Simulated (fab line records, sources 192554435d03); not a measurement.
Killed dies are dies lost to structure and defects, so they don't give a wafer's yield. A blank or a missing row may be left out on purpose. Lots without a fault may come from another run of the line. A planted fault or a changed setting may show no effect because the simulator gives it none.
fab line records | flow n5_finfet
record lots=5 wafers=15 last_day=19
route steps=1938 shown BEOL_M4@1029
lots that met no fault: from a run of the same line without faults
start_h: hours from the record's first day to the start of the lot's first wafer shown | wait_h: hours since the lot's step before | " the same as in the row above | L1.1+2: a row that stands for several wafers | - no value, or no start given | * or withheld: withheld | < > ~ a bound
route shown NAME@n: a module of which the file shows steps, and the number in the route of the first | usual: mean/standard deviation of fault-free wafers | same: alike in all rows | chamber/n: place in a boat | sites: the reading at each site | _std_site: their standard deviation | _edge_site: outer sites' mean less inner sites' | radius_mm: how far each site lies from the wafer's centre | mask NAME#n: copy n | behind: the tool/chamber that last shaped the wafer | hold: why the lot was held/for how many hours/how that ended | device: the transistor (n, p or np) that didn't switch | end of line: the same wafers' tests at the end of the route | a step without rows: its recipe alone | killed: dies lost to structure and defects at the first sort, not the wafer's yield | map: a wafer's dies, x killed, . not, _ none there
set.NAME: the setting as run; set.NAME@STEP: as run at that earlier step | model.NAME: the simulator's own value behind a step, which no gauge read
lots at some steps of the route; a table a step, a row a wafer
services: from which hour (start_h, from the record's first day; less than 0 if before it) a tool's chamber was out of use, for how many hours, and why
## steps
# step N5_BEOL_M4_EBR_07
# recipe solvent=PGMEA ebr_width_mm=1.5
# columns lot.wafer tool chamber start_h wait_h
L079.2+5+6 litho_track-03 0 - -
L081.1+2+3 litho_track-03 0 - -
L085.3+4+5 litho_track-03 0 - -
L086.1+5+6 litho_track-02 0 - -
L096.1+4+6 litho_track-03 0 - -
# step N5_BEOL_M4_SOFTBAKE_06
# recipe temp_c=110 time_s=60 resist=CAR-EUV
# columns lot.wafer tool chamber start_h wait_h
L079.2+5+6 litho_track-03 0 - -
L081.1+2+3 litho_track-03 0 - -
L085.3+4+5 litho_track-03 0 - -
L086.1+5+6 litho_track-02 0 - -
L096.1+4+6 litho_track-03 0 - -
# step N5_BEOL_M4_EXPOSE_08
# recipe mask_id=M4 na=0.33 source_shape=dipole sigma_inner=0.369 sigma_outer=0.767 polarization=unpolarized dose_mj=41.25
# usual reticle_temp_C=23.00/0.092
# columns lot.wafer tool chamber start_h wait_h mask reticle_temp_C
L079.2 euv_scanner-02 0 191.32 - M4#0 23.02
L079.5 " 0 " " M4#0 23.17
L079.6 " 0 " " M4#0 23.03
L081.1 euv_scanner-01 0 218.68 - M4#0 23.00
L081.2 " 0 " " M4#0 23.02
L081.3 " 0 " " M4#0 22.97
L085.3 euv_scanner-02 0 234.98 - M4#0 22.86
L085.4 " 0 " " M4#0 23.16
L085.5 " 0 " " M4#0 23.03
L086.1 euv_scanner-01 0 244.77 - M4#0 22.90
L086.5 " 0 " " M4#0 23.01
L086.6 " 0 " " M4#0 22.97
L096.1 euv_scanner-01 0 322.69 - M4#0 23.00
L096.4 " 0 " " M4#0 22.99
L096.6 " 0 " " M4#0 22.88
# step N5_BEOL_M4_PEB_09
# recipe peb_temp_c=100 peb_time_s=60 resist=CAR-EUV
# columns lot.wafer tool chamber start_h wait_h
L079.2+5+6 litho_track-04 0 191.38 0.1
L081.1+2+3 litho_track-03 0 218.75 0.1
L085.3+4+5 litho_track-04 0 235.03 0.0
L086.1+5+6 litho_track-03 0 244.83 0.1
L096.1+4+6 litho_track-02 0 322.75 0.1
# step N5_BEOL_M4_DEVELOP_10
# recipe develop_time_s=30 developer=TMAH resist=CAR-EUV rinse_liquid=surfactant_rinse dry=air_spin dev_temp_c=23
# columns lot.wafer tool chamber start_h wait_h
L079.2+5+6 litho_track-04 0 - -
L081.1+2+3 litho_track-03 0 - -
L085.3+4+5 litho_track-04 0 - -
L086.1+5+6 litho_track-03 0 - -
L096.1+4+6 litho_track-02 0 - -
# step N5_BEOL_M4_CD_MEAS_11
# recipe target_cd_nm=16.79 landing_energy_ev=500 detector=se_inlens polarity=opening
# usual cd_nm=16.81/0.25
# columns lot.wafer tool chamber start_h wait_h cd_nm
L079.2 cd_sem-01 0 191.45 - 17.03
L079.5 " 0 " " 16.62
L079.6 " 0 " " 17.21
L081.1 cd_sem-02 0 218.81 - 16.49
L081.2 " 0 " " 17.22
L081.3 " 0 " " 16.49
L085.3 cd_sem-03 0 235.10 - 17.00
L085.4 " 0 " " 16.92
L085.5 " 0 " " 16.84
L086.1 cd_sem-01 0 244.90 - 16.75
L086.5 " 0 " " 16.98
L086.6 " 0 " " 16.62
L096.1 cd_sem-02 0 322.82 - 16.50
L096.4 " 0 " " 16.41
L096.6 " 0 " " 16.41
# step N5_BEOL_M4_OVL_MEAS_12
# recipe points_per_wafer=522
# usual M4_OVL=-0.6/0.75
# same points_per_wafer=522
# columns lot.wafer tool chamber start_h wait_h M4_OVL[nm]
L079.2 overlay-02 0 191.48 0.0 -0.5
L079.5 " 0 " " -2.3
L079.6 " 0 " " -0.8
L081.1 overlay-02 0 218.84 0.0 0.5
L081.2 " 0 " " -0.4
L081.3 " 0 " " 0.8
L085.3 overlay-02 0 235.14 0.0 -0.3
L085.4 " 0 " " -1.2
L085.5 " 0 " " -0.1
L086.1 overlay-01 0 244.93 0.0 0.9
L086.5 " 0 " " 0.4
L086.6 " 0 " " -0.8
L096.1 overlay-01 0 322.85 0.0 -0.2
L096.4 " 0 " " -0.2
L096.6 " 0 " " 0.6
# step N5_BEOL_M4_INSPECT_13
# recipe mode=adi inspect_instrument=brightfield
# usual raw_defect_count=419/90
# columns lot.wafer tool chamber start_h wait_h raw_defect_count
L079.2 defect_inspect-02 - 191.54 0.0 422
L079.5 " - " " 320
L079.6 " - " " 261
L081.1 defect_inspect-01 - 218.90 0.1 418
L081.2 " - " " 550
L081.3 " - " " 493
L085.3 defect_inspect-01 - 235.19 0.0 449
L085.4 " - " " 377
L085.5 " - " " 405
L086.1 defect_inspect-01 - 244.99 0.1 519
L086.5 " - " " 376
L086.6 " - " " 304
L096.1 defect_inspect-02 - 322.91 0.1 424
L096.4 " - " " 379
L096.6 " - " " 454
# step N5_BEOL_M4_DESCUM_16
# recipe chemistry=O2 time_s=7 source_power_w=50 bias_power_w=20 pressure_mtorr=20 rf_frequency_hz=2.712e+07 temp_c=40 resist=CAR-EUV o2_flow_sccm=225
# usual bias_power_w=20.00/0.055 drypump_motor_current_A=5.45/0.25 oes_product_au=0.79/0.1 rf_vpp_V=242.9/1.3 showerhead_plenum_p_Torr=2.07/0.076 throttle_valve_pct=20.31/0.21
# columns lot.wafer tool chamber start_h wait_h bias_power_w drypump_motor_current_A oes_product_au rf_hours_counter_h rf_vpp_V showerhead_plenum_p_Torr throttle_valve_pct
L079.2 rie_diel-04 3 191.57 0.0 19.97 5.22 0.73 177 243.9 2.08 20.32
L079.5 " 0 " " 20.02 5.54 0.72 - 241.7 2.07 20.39
L079.6 " 1 " " 20.03 5.89 0.71 - 243.2 1.98 20.32
L081.1 rie_diel-04 3 218.94 0.0 20.03 5.24 0.72 189 242.9 2.07 20.34
L081.2 " 0 " " 20.00 5.54 0.71 231 243.2 2.07 20.43
L081.3 " 2 " " 20.08 5.40 0.98 10 241.9 2.05 19.91
L085.3 rie_diel-04 3 235.22 0.0 20.01 5.22 0.72 196 242.6 2.07 20.35
L085.4 " 2 " " 19.98 5.39 0.95 - 242.7 2.05 19.93
L085.5 " 0 " " 20.01 5.51 0.71 - 243.0 2.07 20.42
L086.1 rie_diel-01 1 245.02 0.0 20.00 5.66 0.66 248 242.2 1.98 20.44
L086.5 " 3 " " 20.03 5.23 0.84 - 243.6 2.02 20.15
L086.6 " 0 " " 20.04 5.33 0.69 - 243.4 2.14 20.40
L096.1 rie_diel-01 2 322.94 0.0 20.04 5.77 0.70 233 241.9 1.97 20.56
L096.4 " 0 " " 19.95 5.33 0.98 6 243.5 2.13 19.99
L096.6 " 3 " " 20.01 5.23 0.81 - 241.6 2.01 20.21
# step N5_BEOL_M4_ETCH_74
# recipe chemistry=N2/H2 target=underlayer target_depth_a=65 mask_material=CAR-EUV time_s=5.2 ion_energy_ev=200 pressure_mtorr=30 source_w=840 bias_w=150 n2_flow_sccm=200 h2_flow_sccm=200 ends=cleared
# usual drypump_motor_current_A=5.45/0.25 etch_rf_on_time_s=5.23/0.15 n2_flow_sccm=200.0/0.56 oes_product_au=0.67/0.085 rf_vpp_V=523.4/2.6 showerhead_plenum_p_Torr=2.52/0.091 throttle_valve_pct=17.77/0.23
# columns lot.wafer tool chamber start_h wait_h drypump_motor_current_A etch_rf_on_time_s n2_flow_sccm oes_product_au rf_hours_counter_h rf_vpp_V showerhead_plenum_p_Torr throttle_valve_pct
L079.2 rie_diel-04 3 191.61 0.0 5.22 5.26 199.0 0.62 177 525.3 2.55 17.97
L079.5 " 0 " " 5.53 5.31 199.5 0.61 - 524.0 2.52 17.96
L079.6 " 1 " " 5.91 5.15 200.1 0.61 - 521.5 2.42 17.81
L081.1 rie_diel-04 3 218.97 0.0 5.24 5.14 201.0 0.63 189 523.1 2.54 18.01
L081.2 " 0 " " 5.54 5.26 199.6 0.60 231 520.6 2.52 17.99
L081.3 " 2 " " 5.43 4.96 199.0 0.84 10 522.9 2.49 17.24
L085.3 rie_diel-04 3 235.26 0.0 5.22 5.18 200.5 0.61 196 523.7 2.54 18.02
L085.4 " 2 " " 5.41 5.00 199.7 0.81 - 524.1 2.49 17.29
L085.5 " 0 " " 5.56 5.34 200.8 0.58 - 522.6 2.51 17.99
L086.1 rie_diel-01 1 245.06 0.0 5.63 5.24 200.3 0.57 248 519.8 2.39 17.81
L086.5 " 3 " " 5.26 5.16 199.1 0.72 - 521.5 2.47 17.54
L086.6 " 0 " " 5.33 5.42 200.9 0.58 - 526.8 2.62 17.98
L096.1 rie_diel-01 2 322.98 0.0 5.77 5.38 200.7 0.59 233 520.2 2.40 17.97
L096.4 " 0 " " 5.34 5.19 200.4 0.82 6 526.5 2.60 17.54
L096.6 " 3 " " 5.26 5.21 199.8 0.67 - 520.8 2.45 17.60
# step N5_BEOL_M4_ETCH_63
# recipe chemistry=CF4 target=SiARC target_depth_a=156 mask_material=CAR-EUV time_s=26 ion_energy_ev=80 pressure_mtorr=40 source_w=545 bias_w=36 Ar_flow_sccm=100 cf4_flow_sccm=100 ends=cleared
# usual drypump_motor_current_A=5.45/0.25 etch_rf_on_time_s=26.1/0.78 oes_product_au=0.67/0.085 rf_vpp_V=183.9/1.2 showerhead_plenum_p_Torr=2.12/0.072 throttle_valve_pct=15.52/0.21
# columns lot.wafer tool chamber start_h wait_h drypump_motor_current_A etch_rf_on_time_s oes_product_au rf_hours_counter_h rf_vpp_V showerhead_plenum_p_Torr throttle_valve_pct
L079.2 rie_diel-04 3 191.62 0.0 5.22 25.8 0.63 177 183.1 2.12 15.58
L079.5 " 0 " " 5.53 26.6 0.61 - 183.1 2.12 15.56
L079.6 " 1 " " 5.92 25.9 0.61 - 183.0 2.04 15.68
L081.1 rie_diel-04 3 218.99 0.0 5.20 25.9 0.62 189 185.5 2.12 15.60
L081.2 " 0 " " 5.52 26.4 0.60 231 184.0 2.12 15.61
L081.3 " 2 " " 5.39 24.8 0.84 10 183.4 2.11 15.13
L085.3 rie_diel-04 3 235.27 0.0 5.22 26.0 0.62 196 182.8 2.12 15.60
L085.4 " 2 " " 5.39 25.1 0.81 - 184.6 2.11 15.16
L085.5 " 0 " " 5.55 26.9 0.59 - 182.9 2.11 15.60
L086.1 rie_diel-01 1 245.07 0.0 5.61 26.7 0.56 248 182.6 2.02 15.66
L086.5 " 3 " " 5.25 25.9 0.73 - 184.1 2.07 15.41
L086.6 " 0 " " 5.34 27.7 0.57 - 185.2 2.19 15.66
L096.1 rie_diel-01 2 322.99 0.0 5.78 26.6 0.60 233 182.3 2.03 15.85
L096.4 " 0 " " 5.34 26.1 0.81 6 185.2 2.18 15.20
L096.6 " 3 " " 5.20 25.8 0.69 - 182.3 2.06 15.48
# step N5_BEOL_M4_ETCH_64
# recipe chemistry=N2/H2 target=SOC target_depth_a=750 overetch_a=225 mask_material=SiARC temp_c=40 time_s=121.9 ion_energy_ev=200 pressure_mtorr=30 source_w=840 bias_w=150 n2_flow_sccm=200 h2_flow_sccm=200
# usual drypump_motor_current_A=5.45/0.25 n2_flow_sccm=200.0/0.62 oes_product_au=0.60/0.069 rf_vpp_V=523.4/2.5 showerhead_plenum_p_Torr=2.52/0.091 throttle_valve_pct=17.73/0.23
# columns lot.wafer tool chamber start_h wait_h drypump_motor_current_A n2_flow_sccm oes_product_au rf_hours_counter_h rf_vpp_V showerhead_plenum_p_Torr throttle_valve_pct
L079.2 rie_diel-04 3 191.65 0.0 5.22 201.3 0.56 177 524.3 2.55 17.94
L079.5 " 0 " " 5.51 200.1 0.54 - 522.8 2.52 17.93
L079.6 " 1 " " 5.92 200.4 0.54 - 519.0 2.42 17.76
L081.1 rie_diel-04 3 219.02 0.0 5.20 199.5 0.55 189 523.5 2.54 17.96
L081.2 " 0 " " 5.53 200.0 0.54 231 522.4 2.52 17.94
L081.3 " 2 " " 5.40 199.3 0.71 10 523.4 2.49 17.22
L085.3 rie_diel-04 3 235.30 0.0 5.22 199.2 0.55 196 521.2 2.54 17.98
L085.4 " 2 " " 5.41 199.3 0.71 - 522.5 2.49 17.22
L085.5 " 0 " " 5.53 200.4 0.54 - 522.5 2.51 17.95
L086.1 rie_diel-01 1 245.10 0.0 5.65 200.7 0.51 248 519.3 2.39 17.80
L086.5 " 3 " " 5.24 199.3 0.64 - 522.2 2.47 17.49
L086.6 " 0 " " 5.33 199.0 0.53 - 526.8 2.61 17.95
L096.1 rie_diel-01 2 323.02 0.0 5.80 200.2 0.54 233 519.4 2.40 17.95
L096.4 " 0 " " 5.33 201.3 0.72 6 526.2 2.60 17.51
L096.6 " 3 " " 5.26 199.7 0.61 - 520.8 2.45 17.56
# step N5_BEOL_M4_STRIP_65
# recipe chemistry=N2/H2 temp_c=40 n2_flow_sccm=200 h2_flow_sccm=200 rf_frequency_hz=6e+07
# columns lot.wafer tool chamber start_h wait_h
L079.2+5+6 rie_diel-04 3,0,1 191.76 0.1
L081.1+2+3 rie_diel-04 3,0,2 219.13 0.1
L085.3+4+5 rie_diel-04 3,2,0 235.41 0.1
L086.1+5+6 rie_diel-01 1,3,0 245.21 0.1
L096.1+4+6 rie_diel-01 2,0,3 323.13 0.1
# step N5_BEOL_M4_STRIP_75
# recipe chemistry=N2/H2 temp_c=40 n2_flow_sccm=200 h2_flow_sccm=200 rf_frequency_hz=6e+07
# columns lot.wafer tool chamber start_h wait_h
L079.2+5+6 rie_diel-04 3,0,1 191.77 0.0
L081.1+2+3 rie_diel-04 3,0,2 219.14 0.0
L085.3+4+5 rie_diel-04 3,2,0 235.42 0.0
L086.1+5+6 rie_diel-01 1,3,0 245.22 0.0
L096.1+4+6 rie_diel-01 2,0,3 323.14 0.0
# step N5_BEOL_M4_STRIP_66
# recipe chemistry=CF4 resist=SiARC power_w=300 bias_power_w=75 pressure_mtorr=50 cf4_flow_sccm=150 rf_frequency_hz=6e+07
# usual bias_power_w=74.97/0.25 drypump_motor_current_A=5.44/0.25 oes_product_au=0.78/0.089 rf_vpp_V=270.9/1.4 showerhead_plenum_p_Torr=1.78/0.057 throttle_valve_pct=13.51/0.23
# columns lot.wafer tool chamber start_h wait_h bias_power_w drypump_motor_current_A oes_product_au rf_hours_counter_h rf_vpp_V showerhead_plenum_p_Torr throttle_valve_pct
L079.2 rie_diel-04 3 191.78 0.0 75.20 5.23 0.73 177 270.5 1.78 13.59
L079.5 " 0 " " 75.03 5.51 0.71 - 271.0 1.77 13.57
L079.6 " 1 " " 74.74 5.93 0.70 - 268.6 1.71 13.64
L081.1 rie_diel-04 3 219.15 0.0 75.35 5.22 0.72 190 272.2 1.78 13.63
L081.2 " 0 " " 75.08 5.53 0.70 231 271.1 1.77 13.60
L081.3 " 2 " " 75.12 5.39 0.94 10 270.5 1.77 13.14
L085.3 rie_diel-04 3 235.43 0.0 75.11 5.22 0.72 196 270.9 1.78 13.62
L085.4 " 2 " " 74.79 5.41 0.92 - 269.0 1.77 13.13
L085.5 " 0 " " 74.54 5.51 0.70 - 269.6 1.77 13.61
L086.1 rie_diel-01 1 245.23 0.0 75.15 5.62 0.67 248 269.8 1.69 13.71
L086.5 " 3 " " 75.06 5.24 0.85 - 269.0 1.74 13.39
L086.6 " 0 " " 74.85 5.33 0.70 - 273.0 1.83 13.68
L096.1 rie_diel-01 2 323.15 0.0 74.71 5.78 0.70 233 269.6 1.70 13.88
L096.4 " 0 " " 74.71 5.34 0.94 6 272.5 1.83 13.15
L096.6 " 3 " " 75.47 5.25 0.80 - 268.8 1.73 13.50
# step N5_BEOL_M4_HM_OPEN_17
# recipe chemistry=Cl2/BCl3 target_depth_a=200 overetch_a=60 target=TiN mask_material=SOC ion_energy_ev=150 pressure_mtorr=10 icp_w=1000 bias_w=126 Cl2_flow_sccm=53.25 bcl3_flow_sccm=21.75 Ar_flow_sccm=25
# usual drypump_motor_current_A=5.8/0.59 oes_product_au=0.69/0.094 throttle_valve_pct=22.2/0.41
# columns lot.wafer tool chamber start_h wait_h drypump_motor_current_A oes_product_au rf_hours_counter_h throttle_valve_pct
L079.2 rie_metal-03 0 191.85 0.1 6.7 0.78 - 21.5
L079.5 " 0 " " 6.7 0.78 - 21.5
L079.6 " 0 " " 6.7 0.78 - 21.5
L081.1 rie_metal-01 1 219.19 0.0 5.4 0.74 19 22.2
L081.2 " 0 " " 5.9 0.59 87 22.7
L081.3 " 0 " " 5.9 0.59 - 22.7
L085.3 rie_metal-02 1 235.50 0.1 6.7 0.58 - 22.5
L085.4 " 0 " " 5.3 0.79 - 21.8
L085.5 " 0 " " 5.3 0.79 - 21.8
L086.1 rie_metal-02 1 245.27 0.0 6.7 0.58 99 22.5
L086.5 " 0 " " 5.3 0.77 - 21.8
L086.6 " 1 " " 6.7 0.59 - 22.5
L096.1 rie_metal-01 1 323.19 0.0 5.4 0.70 27 22.3
L096.4 " 1 " " 5.4 0.71 - 22.3
L096.6 " 1 " " 5.4 0.71 - 22.3
# step N5_BEOL_M4_STRIP_19
# recipe chemistry=O2 power_w=400 temp_c=40 pressure_mtorr=30 rf_frequency_hz=6e+07 bias_power_w=0 overash_fraction=0.2 o2_flow_sccm=225
# usual drypump_motor_current_A=5.47/0.25 oes_product_au=0.79/0.1 rf_vpp_V=3.7/0.47 showerhead_plenum_p_Torr=2.07/0.072 throttle_valve_pct=16.56/0.21
# same bias_power_w=0
# columns lot.wafer tool chamber start_h wait_h drypump_motor_current_A oes_product_au rf_hours_counter_h rf_vpp_V showerhead_plenum_p_Torr throttle_valve_pct
L079.2 rie_diel-04 1 192.06 0.2 5.92 0.71 212 3.0 1.98 16.62
L079.5 " 1 " " 5.90 0.71 - 4.4 1.98 16.63
L079.6 " 3 " " 5.24 0.72 - 3.3 2.08 16.61
L081.1 rie_diel-04 3 219.30 0.1 5.22 0.73 190 3.6 2.08 16.64
L081.2 " 0 " " 5.52 0.71 231 4.2 2.07 16.69
L081.3 " 2 " " 5.41 0.97 10 4.6 2.06 16.17
L085.3 rie_diel-04 2 235.82 0.3 5.41 0.94 17 3.3 2.06 16.17
L085.4 " 2 " " 5.42 0.95 - 3.7 2.06 16.19
L085.5 " 0 " " 5.52 0.70 - 3.8 2.07 16.69
L086.1 rie_diel-03 1 245.38 0.1 5.82 0.98 3 4.2 2.15 16.52
L086.5 " 3 " " 5.44 0.83 - 2.7 2.15 16.81
L086.6 " 2 " " 4.95 0.89 - 3.9 2.23 16.68
L096.1 rie_diel-01 2 323.30 0.1 5.77 0.70 233 3.3 1.98 16.84
L096.4 " 0 " " 5.32 0.96 6 2.8 2.14 16.23
L096.6 " 0 " " 5.33 0.96 - 3.3 2.14 16.25
# step N5_BEOL_M4_CD_MEAS_18
# recipe pitch_nm=36 target_cd_nm=18
# usual cd_nm=18.1/0.32
# columns lot.wafer tool chamber start_h wait_h cd_nm
L079.2 cd_sem-02 - 192.13 0.1 18.6
L079.5 " - " " 18.0
L079.6 " - " " 17.7
L081.1 cd_sem-02 - 219.37 0.0 18.1
L081.2 " - " " 18.4
L081.3 " - " " 17.8
L085.3 cd_sem-01 - 235.89 0.1 18.5
L085.4 " - " " 18.2
L085.5 " - " " 18.2
L086.1 cd_sem-01 - 245.45 0.0 17.9
L086.5 " - " " 18.5
L086.6 " - " " 18.0
L096.1 cd_sem-03 - 323.37 0.0 17.6
L096.4 " - " " 18.0
L096.6 " - " " 17.9
# step N5_BEOL_M4_COAT_67
# recipe resist=SOC temp_c=250 time_s=60 spin_rpm=1500 resist_thk_nm=60
# columns lot.wafer tool chamber start_h wait_h
L079.2+5+6 litho_track-02 0 192.17 0.0
L081.1+2+3 litho_track-04 0 219.41 0.0
L085.3+4+5 litho_track-03 0 235.93 0.0
L086.1+5+6 litho_track-04 0 245.49 0.0
L096.1+4+6 litho_track-02 0 323.41 0.0
# step N5_BEOL_M4_COAT_68
# recipe resist=SiARC temp_c=220 time_s=60 spin_rpm=1500 resist_thk_nm=12
# columns lot.wafer tool chamber start_h wait_h
L079.2+5+6 litho_track-02 0 - -
L081.1+2+3 litho_track-04 0 - -
L085.3+4+5 litho_track-03 0 - -
L086.1+5+6 litho_track-04 0 - -
L096.1+4+6 litho_track-02 0 - -
# step N5_BEOL_M4_COAT_76
# recipe resist=underlayer temp_c=205 time_s=60 spin_rpm=1500 resist_thk_nm=5
# columns lot.wafer tool chamber start_h wait_h
L079.2+5+6 litho_track-02 0 - -
L081.1+2+3 litho_track-04 0 - -
L085.3+4+5 litho_track-03 0 - -
L086.1+5+6 litho_track-04 0 - -
L096.1+4+6 litho_track-02 0 - -
# step N5_BEOL_M4_COAT_22
# recipe resist=CAR-EUV spin_rpm=1500 resist_thk_nm=30
# columns lot.wafer tool chamber start_h wait_h
L079.2+5+6 litho_track-02 0 - -
L081.1+2+3 litho_track-04 0 - -
L085.3+4+5 litho_track-03 0 - -
L086.1+5+6 litho_track-04 0 - -
L096.1+4+6 litho_track-02 0 - -
# step N5_BEOL_M4_EBR_24
# recipe solvent=PGMEA ebr_width_mm=1.5
# columns lot.wafer tool chamber start_h wait_h
L079.2+5+6 litho_track-02 0 - -
L081.1+2+3 litho_track-04 0 - -
L085.3+4+5 litho_track-03 0 - -
L086.1+5+6 litho_track-04 0 - -
L096.1+4+6 litho_track-02 0 - -
# step N5_BEOL_M4_SOFTBAKE_23
# recipe temp_c=110 time_s=60 resist=CAR-EUV
# columns lot.wafer tool chamber start_h wait_h
L079.2+5+6 litho_track-02 0 - -
L081.1+2+3 litho_track-04 0 - -
L085.3+4+5 litho_track-03 0 - -
L086.1+5+6 litho_track-04 0 - -
L096.1+4+6 litho_track-02 0 - -
# step N5_BEOL_M4_EXPOSE_25
# recipe mask_id=V3 na=0.33 source_shape=quasar sigma_inner=0.2 sigma_outer=0.8 polarization=unpolarized defocus_nm=5 dose_mj=63
# usual reticle_temp_C=23.01/0.11
# columns lot.wafer tool chamber start_h wait_h mask reticle_temp_C
L079.2 euv_scanner-01 0 192.44 - V3#0 23.20
L079.5 " 0 " " V3#0 22.88
L079.6 " 0 " " V3#0 22.96
L081.1 euv_scanner-01 0 219.54 - V3#0 23.08
L081.2 " 0 " " V3#0 23.16
L081.3 " 0 " " V3#0 22.94
L085.3 euv_scanner-02 0 236.21 - V3#0 22.99
L085.4 " 0 " " V3#0 23.01
L085.5 " 0 " " V3#0 23.13
L086.1 euv_scanner-02 0 245.63 - V3#0 23.33
L086.5 " 0 " " V3#0 23.00
L086.6 " 0 " " V3#0 23.18
L096.1 euv_scanner-01 0 323.55 - V3#0 22.97
L096.4 " 0 " " V3#0 22.86
L096.6 " 0 " " V3#0 22.95
# step N5_BEOL_M4_PEB_26
# recipe peb_temp_c=100 peb_time_s=60 resist=CAR-EUV
# columns lot.wafer tool chamber start_h wait_h
L079.2+5+6 litho_track-03 0 192.51 0.1
L081.1+2+3 litho_track-04 0 219.62 0.1
L085.3+4+5 litho_track-02 0 236.27 0.1
L086.1+5+6 litho_track-03 0 245.71 0.1
L096.1+4+6 litho_track-03 0 323.63 0.1
# step N5_BEOL_M4_DEVELOP_27
# recipe develop_time_s=30 developer=TMAH resist=CAR-EUV rinse_liquid=surfactant_rinse dry=air_spin dev_temp_c=23
# columns lot.wafer tool chamber start_h wait_h
L079.2+5+6 litho_track-03 0 - -
L081.1+2+3 litho_track-04 0 - -
L085.3+4+5 litho_track-02 0 - -
L086.1+5+6 litho_track-03 0 - -
L096.1+4+6 litho_track-03 0 - -
# step N5_BEOL_M4_CD_MEAS_28
# recipe target_cd_nm=26.2 landing_energy_ev=500 detector=se_inlens target_cd_y_nm=24.1 polarity=opening
# usual cd_nm=26.17/0.22
# columns lot.wafer tool chamber start_h wait_h cd_nm
L079.2 cd_sem-01 0 192.57 - 25.77
L079.5 " 0 " " 26.42
L079.6 " 0 " " 26.08
L081.1 cd_sem-03 0 219.69 - 26.50
L081.2 " 0 " " 26.12
L081.3 " 0 " " 26.36
L085.3 cd_sem-02 0 236.34 - 26.39
L085.4 " 0 " " 26.07
L085.5 " 0 " " 26.15
L086.1 cd_sem-02 0 245.77 - 26.37
L086.5 " 0 " " 26.35
L086.6 " 0 " " 26.10
L096.1 cd_sem-01 0 323.69 - 26.31
L096.4 " 0 " " 26.40
L096.6 " 0 " " 26.16
# step N5_BEOL_M4_OVL_MEAS_29
# recipe points_per_wafer=522
# usual V3_OVL=-0.2/0.71
# same points_per_wafer=522
# columns lot.wafer tool chamber start_h wait_h V3_OVL[nm]
L079.2 overlay-01 0 192.61 0.0 0.7
L079.5 " 0 " " -0.2
L079.6 " 0 " " 0.4
L081.1 overlay-01 0 219.72 0.0 -1.5
L081.2 " 0 " " -1.1
L081.3 " 0 " " -0.5
L085.3 overlay-01 0 236.38 0.0 -0.5
L085.4 " 0 " " -1.6
L085.5 " 0 " " -0.3
L086.1 overlay-02 0 245.80 0.0 -0.2
L086.5 " 0 " " -0.1
L086.6 " 0 " " -1.0
L096.1 overlay-02 0 323.72 0.0 0.8
L096.4 " 0 " " 0.0
L096.6 " 0 " " -0.5
# step N5_BEOL_M4_INSPECT_30
# recipe mode=adi inspect_instrument=brightfield
# usual raw_defect_count=416/93
# columns lot.wafer tool chamber start_h wait_h raw_defect_count
L079.2 defect_inspect-01 - 192.66 0.0 417
L079.5 " - " " 360
L079.6 " - " " 292
L081.1 defect_inspect-01 - 219.78 0.1 406
L081.2 " - " " 542
L081.3 " - " " 484
L085.3 defect_inspect-01 - 236.42 0.0 499
L085.4 " - " " 369
L085.5 " - " " 400
L086.1 defect_inspect-02 - 245.86 0.1 500
L086.5 " - " " 382
L086.6 " - " " 308
L096.1 defect_inspect-01 - 323.78 0.1 450
L096.4 " - " " 398
L096.6 " - " " 504
# step N5_BEOL_M4_DESCUM_33
# recipe chemistry=O2 time_s=7 source_power_w=50 bias_power_w=20 pressure_mtorr=20 rf_frequency_hz=2.712e+07 temp_c=40 resist=CAR-EUV o2_flow_sccm=225
# usual bias_power_w=20.00/0.056 drypump_motor_current_A=5.48/0.28 oes_product_au=0.79/0.099 rf_vpp_V=242.9/1.4 showerhead_plenum_p_Torr=2.08/0.08 throttle_valve_pct=20.32/0.23
# columns lot.wafer tool chamber start_h wait_h bias_power_w drypump_motor_current_A oes_product_au rf_hours_counter_h rf_vpp_V showerhead_plenum_p_Torr throttle_valve_pct
L079.2 rie_diel-01 0 192.70 0.0 19.90 5.33 0.71 206 243.2 2.15 20.36
L079.5 " 1 " " 19.93 5.64 0.68 - 242.9 1.98 20.40
L079.6 " 0 " " 19.98 5.33 0.71 - 242.9 2.15 20.38
L081.1 rie_diel-03 3 219.81 0.0 19.99 5.45 0.84 67 243.5 2.15 20.64
L081.2 " 0 " " 19.87 5.82 0.92 24 242.6 2.13 19.85
L081.3 " 2 " " 20.05 4.96 0.90 31 243.6 2.23 20.50
L085.3 rie_diel-01 1 236.46 0.0 19.88 5.62 0.68 244 240.4 1.98 20.46
L085.4 " 3 " " 19.87 5.23 0.85 - 243.4 2.02 20.12
L085.5 " 1 " " 19.95 5.63 0.67 - 240.8 1.98 20.45
L086.1 rie_diel-04 1 245.95 0.1 19.99 5.91 0.70 224 241.3 1.97 20.33
L086.5 " 0 " " 20.02 5.51 0.70 - 242.2 2.06 20.44
L086.6 " 2 " " 20.03 5.40 0.94 - 241.7 2.05 19.95
L096.1 rie_diel-03 3 323.82 0.0 19.92 5.44 0.80 103 243.6 2.13 20.68
L096.4 " 1 " " 20.00 5.84 0.90 29 242.7 2.14 20.44
L096.6 " 3 " " 20.08 5.45 0.79 - 244.5 2.13 20.69
## services
# columns tool chamber start_h hours kind
euv_scanner-02 - 168.16 4.6 pm
rie_metal-02 0 169.19 2.9 repair
rie_diel-04 2 183.03 - clean
rie_diel-04 2 183.03 - consumable_replace:focus_ring
rie_diel-04 2 183.03 14.3 scheduled_down
rie_diel-04 2 183.03 14.3 vent_cycle
euv_scanner-02 - 196.82 1.0 pm
rie_metal-02 0 213.82 4.2 repair
euv_scanner-01 - 220.93 1.0 pm
rie_diel-04 1 232.60 8.5 repair
euv_scanner-01 - 233.55 4.6 pm
rie_diel-01 3 236.72 4.0 repair
euv_scanner-02 - 252.97 1.0 pm
rie_metal-03 - 256.46 0.9 repair
rie_diel-04 2 262.52 29.1 repair
euv_scanner-01 - 267.98 0.5 repair
euv_scanner-02 - 268.92 0.3 repair
euv_scanner-01 - 277.08 1.0 pm
rie_metal-03 - 282.04 1.4 pm
rie_diel-03 0 285.15 18.7 repair
rie_diel-04 0 291.63 - clean
rie_metal-02 - 297.88 2.8 pm
rie_metal-01 - 305.91 15.6 pm
euv_scanner-02 - 309.12 1.0 pm
## key
fault none
